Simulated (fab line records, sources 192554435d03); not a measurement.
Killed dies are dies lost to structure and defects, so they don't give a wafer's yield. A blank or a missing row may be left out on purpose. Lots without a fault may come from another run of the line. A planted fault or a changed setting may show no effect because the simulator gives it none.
Split-lot experiment | flow n5_finfet | 7 lots, 21 wafers read, on a route of 1938 steps

THE SPLIT
At N5_BEOL_M9_COAT_63 (time 60 s, resist thk 60 nm), the setting spin_rpm was moved away from the recipe's 1500 rpm on 9 of the 21 wafers read, by -10.2% to +4.5%. The other wafers ran this setting at the recipe's value.

FROM THE SPLIT TO THE READING: what the file shows between them, 7 steps
- N5_BEOL_M9_COAT_64: time 60 s, resist thk 12 nm
- N5_BEOL_M9_COAT_75: time 60 s, resist thk 5 nm
- N5_BEOL_M9_ETCH_76: etches underlayer in N2/H2, target depth 6.5 nm, time 5.2 s
- N5_BEOL_M9_ETCH_65: etches SiARC in CF4, target depth 15.6 nm, time 26 s
- N5_BEOL_M9_ETCH_66: etches SOC in N2/H2, target depth 80 nm, overetch 16 nm, time 120 s
- N5_BEOL_M9_STRIP_69: strips in N2/H2
- N5_BEOL_M9_STRIP_77: strips in N2/H2

THE READING
SOC_of_BEOL_M9_COAT_63.thk_nm (the simulator's own value, which no gauge read), in nm, at N5_BEOL_M9_VIA_ETCH_34 (etches SiCOH lowk in C4F6/O2, target depth 182.4 nm, time 68.4 s). The file gives no usual value for it. The 12 wafers here that ran the recipe average 51.0 nm, standard deviation 0.17 nm.

wafer  | tool, chamber at the split | spin_rpm as run, rpm | against the recipe | SOC_of_BEOL_M9_COAT_63.thk_nm, nm | against lot-mates on the recipe
L075.1 | litho_track-01, 0          | 1500                 | recipe             | 51.2                              | -
L075.2 | litho_track-01, 0          | 1500                 | recipe             | 50.8                              | -
L075.3 | litho_track-01, 0          | 1500                 | recipe             | 51                                | -
L074.1 | litho_track-05, 0          | 1449                 | -3.4%              | 52                                | +1.2
L074.2 | litho_track-05, 0          | 1500                 | recipe             | 50.8                              | -
L074.5 | litho_track-05, 0          | 1500                 | recipe             | 50.8                              | -
L077.1 | litho_track-01, 0          | 1362                 | -9.2%              | 53.8                              | +2.8
L077.3 | litho_track-01, 0          | 1500                 | recipe             | 51                                | -
L077.5 | litho_track-01, 0          | 1500                 | recipe             | 51                                | -
L080.1 | litho_track-03, 0          | 1547                 | +3.1%              | 50.4                              | -0.8
L080.2 | litho_track-03, 0          | 1500                 | recipe             | 51.2                              | -
L080.6 | litho_track-03, 0          | 1547                 | +3.1%              | 50                                | -1.2
L088.1 | litho_track-01, 0          | 1500                 | recipe             | 51.2                              | -
L088.2 | litho_track-01, 0          | 1347                 | -10.2%             | 54.4                              | +3.2
L088.4 | litho_track-01, 0          | 1347                 | -10.2%             | 54.8                              | +3.6
L092.1 | litho_track-01, 0          | 1500                 | recipe             | 51.2                              | -
L092.2 | litho_track-01, 0          | 1500                 | recipe             | 50.8                              | -
L092.3 | litho_track-01, 0          | 1500                 | recipe             | 50.8                              | -
L093.1 | litho_track-03, 0          | 1568                 | +4.5%              | 49.6                              | no lot-mate on the recipe
L093.2 | litho_track-03, 0          | 1568                 | +4.5%              | 50.2                              | no lot-mate on the recipe
L093.5 | litho_track-03, 0          | 1568                 | +4.5%              | 50                                | no lot-mate on the recipe

THE FIT
A straight line over all 21 wafers: SOC_of_BEOL_M9_COAT_63.thk_nm changes by -0.314 nm for each +1% of spin_rpm; r = -0.98; the points scatter about the line by 0.26 nm.
The same after taking each lot's own level away (the mean of its wafers on the recipe; 18 wafers): -0.325 nm for each +1%; r = -0.99; scatter 0.16 nm.
On that fit, the largest move of spin_rpm shifts the reading by 3.3 nm.
The lots' own levels span 50.80 to 51.20 nm, that is 2.3 times the standard deviation above.
So the lot-to-lot level changes the slope little: the two slopes agree.
Check: with one of the wafers moved furthest among these (-10.2%) left out of the fit, the line predicts +3.38 nm for it against its lot-mates. It came out at +3.2 nm against them.

OTHER SPLITS ON THESE WAFERS
These wafers also went through other splits before the reading. Each is held against what the fit with the lots' levels taken away leaves over:
other split on the same wafers | wafers away from the commonest value | r with SOC_of_BEOL_M9_COAT_63.thk_nm (lot level and that fit taken away)
N5_BEOL_M9_ETCH_62 time_s      | 7                                    | -0.01

THE WHOLE CHAIN: every reading that the file lists as answering this split, in the file's order
step                   | what it does                                                        | reading                                                                        | change (the file's fit)               | r (the file's)
N5_BEOL_M9_COAT_63     | time 60 s, resist thk 60 nm                                         | SOC_of_BEOL_M9_COAT_63.thk_nm (the simulator's own value, which no gauge read) | -0.334 nm for each +1% of the setting | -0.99
N5_BEOL_M9_ETCH_66     | etches SOC in N2/H2, target depth 80 nm, overetch 16 nm, time 120 s | etch.depth_nm (the simulator's own value, which no gauge read)                 | -0.339 nm for each +1% of the setting | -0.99
N5_BEOL_M9_VIA_ETCH_34 | etches SiCOH lowk in C4F6/O2, target depth 182.4 nm, time 68.4 s    | SOC_of_BEOL_M9_COAT_63.thk_nm (the simulator's own value, which no gauge read) | -0.322 nm for each +1% of the setting | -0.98

THE FILE'S OWN FIT
SOC_of_BEOL_M9_COAT_63.thk_nm changes by -0.322 nm for each +1% of spin_rpm, r = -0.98.
